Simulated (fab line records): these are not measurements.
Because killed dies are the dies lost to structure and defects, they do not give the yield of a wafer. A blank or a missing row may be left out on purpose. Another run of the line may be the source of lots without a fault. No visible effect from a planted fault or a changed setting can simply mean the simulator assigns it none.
A struck lot beside a sound one ; flow n5Finfet ; 32 out of 1938 route steps
Sound: wafers L266.1, L266.4, L266.6. Wafers struck: L261.2, L261.4, L261.6. The cause is named last.
For every step that has rows: the tool of each side, followed by ch and its chambers, followed by its first start. Under that, the readings that differ: sound wafers ; struck wafers ; difference of the means ; sigmas: that difference in standard deviations of wafers without a fault.
alike: words and numbers the same on both sides, and readings whose means are apart by under 2 such deviations; not compared: readings that were withheld, readings missing a value for some wafer, numbers with overlapping values and no deviation given by the record, and bounds like >300 which may hide the same value.
A row with sigmas, a row that says differs or no value, or rows on one side alone: a step with any of these is where the two part. Numbers that don't overlap but have no deviation are shown without sigmas and don't part them. Lack of a reading on every wafer of one side parts them only where that side has two or more wafers.

first, 10 steps without rows for these wafers: N5_SD_EPI_P_SRD_20 (time 30 s); N5_SD_EPI_P_PRECLEAN_51 (cleans in NF3:NH3, afs cycles 1, time 20 s, sublimation time 60 s); N5_SD_EPI_P_VAPOR_ETCH_44 (etches SiGe30 in NF3/Ar, time 3.3 s); N5_SD_EPI_P_EPI_21 (deposits SiGe:B, time 355 s); N5_SD_EPI_P_HM_STRIP_48 (strips SiNx in H3PO4, material SiNx, target depth 3 nm); N5_SD_EPI_P_SRD_49 (time 30 s); N5_SD_EPI_P_PRECLEAN_24 (cleans in O3/DIW, time 45 s); N5_SD_EPI_P_PRECLEAN_32 (cleans in dHF, time 10 s); N5_SD_EPI_P_PRECLEAN_33 (cleans in SC2, time 45 s); N5_SD_EPI_P_SRD_25 (time 30 s).
N5_SD_ACTIVATION_RTA_00: time 0 s.
  sound on rtpAnneal-01 ch 0, day 9 02:55; struck on rtpAnneal-02 ch 0, day 7 18:14
reading;sound;struck;difference;sigmas
lampPowerPct (%);9.05 8.94 8.88;10.36 10.29 10.30;+1.36;+26
lamp_zone_1_pct (%);8.915 8.898 8.989;10.377 10.378 10.324;+1.426;+53
lamp_zone_2_pct (%);8.957 8.920 8.940;10.358 10.390 10.354;+1.428;+49
lamp_zone_3_pct (%);8.972 8.950 8.944;10.388 10.352 10.344;+1.406;+52
lamp_zone_4_pct (%);8.945 8.905 9.003;10.326 10.383 10.328;+1.395;+48
lamp_zone_5_pct (%);8.937 8.955 8.942;10.355 10.342 10.347;+1.403;+52
lamp_zone_6_pct (%);8.900 8.883 8.872;10.256 10.275 10.269;+1.382;+51
lamp_zone_7_pct (%);9.362 9.398 9.366;10.784 10.827 10.824;+1.436;+55
  alike: wafer_temp_C_max
then, 19 steps without rows for these wafers: N5_SD_ACTIVATION_LSA_01 (time 0.0008 s); N5_ILD0_LINER_00 (material SiNx, target thk 4 nm, pulse time 1 s, purge time 2 s); N5_ILD0_FCVD_FILL_01 (material SiO2 flowable, target thk 200 nm, time 328.3 s); N5_ILD0_CURE_02 (time 1800 s); N5_ILD0_CMP_03 (polishes, stops on SiNx, t overpolish 1.9 s, target thk 197.38 nm); N5_ILD0_CMP_07 (polishes SiO2 flowable, stops on poly-Si, t overpolish 1.18 s, target thk 138.88 nm); N5_ILD0_PRECLEAN_10 (cleans in NF3:NH3, afs cycles 5, time 20 s, sublimation time 60 s); N5_ILD0_ALD_15 (deposits SiNx, target thk 24 nm, pulse time 1 s, ald cycles 480); N5_ILD0_CMP_12 (polishes SiNx, stops on poly-Si, t overpolish 6 s, target thk 17.67 nm); N5_SDB_HM_DEP_00 (deposits SiNx from SiH4/NH3/N2, target thk 40 nm, time 35.3 s); N5_SDB_COAT_03 (time 60 s, resist thk 100 nm); N5_SDB_COAT_04 (time 60 s, resist thk 18 nm); N5_SDB_COAT_05 (resist thk 90 nm); N5_SDB_EBR_07; N5_SDB_SOFTBAKE_06 (time 60 s); N5_SDB_EXPOSE_08 (exposes mask SDB); N5_SDB_PEB_09 (peb time 60 s); N5_SDB_DEVELOP_10 (develop time 30 s); N5_SDB_DESCUM_16 (chemistry O2, time 7.9 s).
-- the record jumps here: 4 days lie between the struck wafers' starts before and after (it left off in module SDB and takes up again in module BEOL_M4, whose first step shown is number 1111 of the route) --
N5_BEOL_M4_RC_MEAS_101:
  sound on prober-02 ch 0, day 13 20:39; struck on prober-01 ch 0, day 12 06:01
reading;sound;struck;difference;sigmas
DIBL_P (mV/V);38.0 37.1 39.6;61.8 61.4 58.4;+22.3;+11
IOFF_P (nA/um);0.25 0.24 0.29;3.11 2.76 2.25;+2.45;+60
IOFF_P_85C (nA/um);4.1 4.0 4.7;35.0 31.6 26.2;+26.7;+46
IOFF_P_LIN (nA/um);0.112 0.111 0.126;0.807 0.846 0.701;+0.668;+42
IOFF_P_LONG (nA/um);0.000112 0.000114 0.000112;0.000141 0.000143 0.00014;+0.000029;+3
ION_P (uA/um);473 476 482;553 559 554;+78;+9
REXT_P (ohm.um);103.7 101.8 102.9;79.9 80.6 79.6;-22.8;-13
SS_P (mV/dec);73.5 73.5 74.0;80.2 78.2 78.4;+5.3;+8
VT_P (mV);-244 -249 -246;-206 -206 -210;+39;+10
VT_P_LVT (mV);-93 -93 -91;-54 -53 -56;+38;+11
-- record jumps: 5 days separate the struck wafers' starts on either side; left off in module BEOL_M4, taken up again in module PASSIVATION, whose first shown step is the route's number 1936 --
N5_PASSIVATION_PROBE_49:
  struck on prober-01, day 17 00:35; sound on prober-01, day 17 23:35
reading;sound;struck;difference;sigmas
sort_bin_4_leakage (%);0 0 0;92.12 91.02 90.85;+91.33;
sortNPass;1090 1082 1098;0 0 0;-1090;-73
sortYieldPct (%);92.4 91.7 93.1;0 0 0;-92;-71
  alike: defectLimitedYield, killed_at_M0_to_M3, killed_at_M4_up, killedAtContacts, killedAtFrontEnd, killedAtOther, killedDies, killedOpen, killedShort, sort_bin_5_function, sort_bin_6_memory

WHERE THEY PART
First at N5_SD_ACTIVATION_RTA_00; last, within this record, at N5_PASSIVATION_PROBE_49.

WHY: what the simulator had put in
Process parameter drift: rtpAnneal-02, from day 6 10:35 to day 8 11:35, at N5_SD_ACTIVATION_RTA_00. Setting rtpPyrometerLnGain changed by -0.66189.
